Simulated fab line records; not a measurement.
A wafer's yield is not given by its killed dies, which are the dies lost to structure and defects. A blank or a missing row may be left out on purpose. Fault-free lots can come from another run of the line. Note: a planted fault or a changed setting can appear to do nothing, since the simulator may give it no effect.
Split-lot experiment :: flow n5_finfet :: 21 wafers read from 7 lots, route of 1938 steps

THE SPLIT
At N5_FIN_SAQP_HM_DEP_72 (deposits SiO2 from SiH4/N2O, target thk 12 nm, time 7.2 s), the setting time_s was moved away from the recipe's 7.2 s on 4 of the 21 wafers read, by -5.7% to +11.9%. This setting was run at the recipe's value on the other wafers.

FROM THE SPLIT TO THE READING: what the file shows between them, 7 steps
- N5_FIN_SAQP_COAT_50: time 60 s, resist thk 35 nm (also split here: spin_rpm)
- N5_FIN_SAQP_COAT_10: resist thk 90 nm
- N5_FIN_SAQP_EBR_12
- N5_FIN_SAQP_DESCUM_21: chemistry O2, time 7.9 s
- N5_FIN_SAQP_ETCH_51: etches SiARC in CF4, target depth 45.5 nm, time 75.8 s
- N5_FIN_SAQP_ETCH_52: etches SOC in N2/H2, target depth 100 nm, overetch 20 nm, time 150 s
- N5_FIN_SAQP_STRIP_53: strips in N2/H2

THE READING
etch.depth_nm (the simulator's own value, which no gauge read), in nm, at N5_FIN_SAQP_HM_OPEN_73 (chemistry CHF3/O2, target SiO2, stops on a-Si, target depth 12 nm, time 16.8 s). The file gives no usual value for it. Average 12.06 nm, standard deviation 0.27 nm, over the 17 wafers here run with the recipe.

wafer: L078.1
tool, chamber at the split: pecvd-03, 0
time_s as run, s: 7.582
against the recipe: +5.3%
etch.depth_nm, nm: 12.68
against lot-mates on the recipe: +0.57

wafer: L078.4
tool, chamber at the split: pecvd-03, 0
time_s as run, s: 7.582
against the recipe: +5.3%
etch.depth_nm, nm: 12.92
against lot-mates on the recipe: +0.81

wafer: L078.5
tool, chamber at the split: pecvd-03, 0
time_s as run, s: 7.2
against the recipe: recipe
etch.depth_nm, nm: 12.11
against lot-mates on the recipe: -

wafer: L079.1
tool, chamber at the split: pecvd-03, 0
time_s as run, s: 7.2
against the recipe: recipe
etch.depth_nm, nm: 12.42
against lot-mates on the recipe: -

wafer: L079.4
tool, chamber at the split: pecvd-03, 0
time_s as run, s: 7.2
against the recipe: recipe
etch.depth_nm, nm: 12.42
against lot-mates on the recipe: -

wafer: L079.6
tool, chamber at the split: pecvd-03, 1
time_s as run, s: 7.2
against the recipe: recipe
etch.depth_nm, nm: 12.19
against lot-mates on the recipe: -

wafer: L082.2
tool, chamber at the split: pecvd-03, 1
time_s as run, s: 7.2
against the recipe: recipe
etch.depth_nm, nm: 12.28
against lot-mates on the recipe: -

wafer: L082.5
tool, chamber at the split: pecvd-03, 2
time_s as run, s: 7.2
against the recipe: recipe
etch.depth_nm, nm: 12.24
against lot-mates on the recipe: -

wafer: L082.6
tool, chamber at the split: pecvd-03, 1
time_s as run, s: 6.792
against the recipe: -5.7%
etch.depth_nm, nm: 11.6
against lot-mates on the recipe: -0.66

wafer: L084.3
tool, chamber at the split: pecvd-01, 1
time_s as run, s: 7.2
against the recipe: recipe
etch.depth_nm, nm: 11.69
against lot-mates on the recipe: -

wafer: L084.4
tool, chamber at the split: pecvd-01, 2
time_s as run, s: 7.2
against the recipe: recipe
etch.depth_nm, nm: 11.73
against lot-mates on the recipe: -

wafer: L084.5
tool, chamber at the split: pecvd-01, 1
time_s as run, s: 7.2
against the recipe: recipe
etch.depth_nm, nm: 11.86
against lot-mates on the recipe: -

wafer: L088.3
tool, chamber at the split: pecvd-01, 2
time_s as run, s: 7.2
against the recipe: recipe
etch.depth_nm, nm: 11.58
against lot-mates on the recipe: -

wafer: L088.5
tool, chamber at the split: pecvd-01, 0
time_s as run, s: 7.2
against the recipe: recipe
etch.depth_nm, nm: 12.03
against lot-mates on the recipe: -

wafer: L088.6
tool, chamber at the split: pecvd-01, 1
time_s as run, s: 7.2
against the recipe: recipe
etch.depth_nm, nm: 11.73
against lot-mates on the recipe: -

wafer: L089.2
tool, chamber at the split: pecvd-03, 2
time_s as run, s: 7.2
against the recipe: recipe
etch.depth_nm, nm: 11.85
against lot-mates on the recipe: -

wafer: L089.5
tool, chamber at the split: pecvd-03, 0
time_s as run, s: 7.2
against the recipe: recipe
etch.depth_nm, nm: 12.48
against lot-mates on the recipe: -

wafer: L089.6
tool, chamber at the split: pecvd-03, 2
time_s as run, s: 7.2
against the recipe: recipe
etch.depth_nm, nm: 12.06
against lot-mates on the recipe: -

wafer: L090.1
tool, chamber at the split: pecvd-04, 0
time_s as run, s: 7.2
against the recipe: recipe
etch.depth_nm, nm: 12.07
against lot-mates on the recipe: -

wafer: L090.3
tool, chamber at the split: pecvd-04, 2
time_s as run, s: 8.056
against the recipe: +11.9%
etch.depth_nm, nm: 13.45
against lot-mates on the recipe: +1.25

wafer: L090.4
tool, chamber at the split: pecvd-04, 1
time_s as run, s: 7.2
against the recipe: recipe
etch.depth_nm, nm: 12.32
against lot-mates on the recipe: -

FIT RESULTS
A straight line over all 21 wafers: etch.depth_nm changes by +0.116 nm for each +1% of time_s; r = +0.82; the points scatter about the line by 0.27 nm.
The same after taking each lot's own level away (the mean of its wafers on the recipe; 21 wafers): +0.113 nm for each +1%; r = +0.93; scatter 0.15 nm.
According to that fit, moving time_s by its largest amount changes the reading by 1.3 nm.
Measured against the standard deviation above, the lots' own levels, which go from 11.760 to 12.343 nm, span 2.1 times it.
So the lot-to-lot level changes the slope little: the two slopes agree.
Check: with one of the wafers moved furthest among these (+11.9%) left out of the fit, the line predicts +1.49 nm for it against its lot-mates. Against them it came out at +1.25 nm.

OTHER SPLITS ON THESE WAFERS
Other splits were also applied to these wafers ahead of the reading. Each is held against what the fit with the lots' levels taken away leaves over:
other split on the same wafers: N5_WELL_APT_PEB_23 peb_temp_c
wafers away from the commonest value: 8
r with etch.depth_nm (lot level and that fit taken away): +0.15

other split on the same wafers: N5_FIN_SAQP_COAT_50 spin_rpm
wafers away from the commonest value: 3
r with etch.depth_nm (lot level and that fit taken away): +0.06

THE WHOLE CHAIN: every reading that the file lists as answering this split, in the file's order
step: N5_FIN_SAQP_HM_DEP_72
what it does: deposits SiO2 from SiH4/N2O, target thk 12 nm, time 7.2 s
reading: SiO2_of_FIN_SAQP_HM_DEP_72.thk_nm (the simulator's own value, which no gauge read)
change (the file's fit): +0.11 nm for each +1% of the setting
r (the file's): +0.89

step: N5_FIN_SAQP_HM_OPEN_73
what it does: chemistry CHF3/O2, target SiO2, stops on a-Si, target depth 12 nm, time 16.8 s
reading: etch.depth_nm (the simulator's own value, which no gauge read)
change (the file's fit): +0.11 nm for each +1% of the setting
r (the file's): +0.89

FILE'S OWN FIT
etch.depth_nm changes by +0.11 nm for each +1% of time_s, r = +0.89.
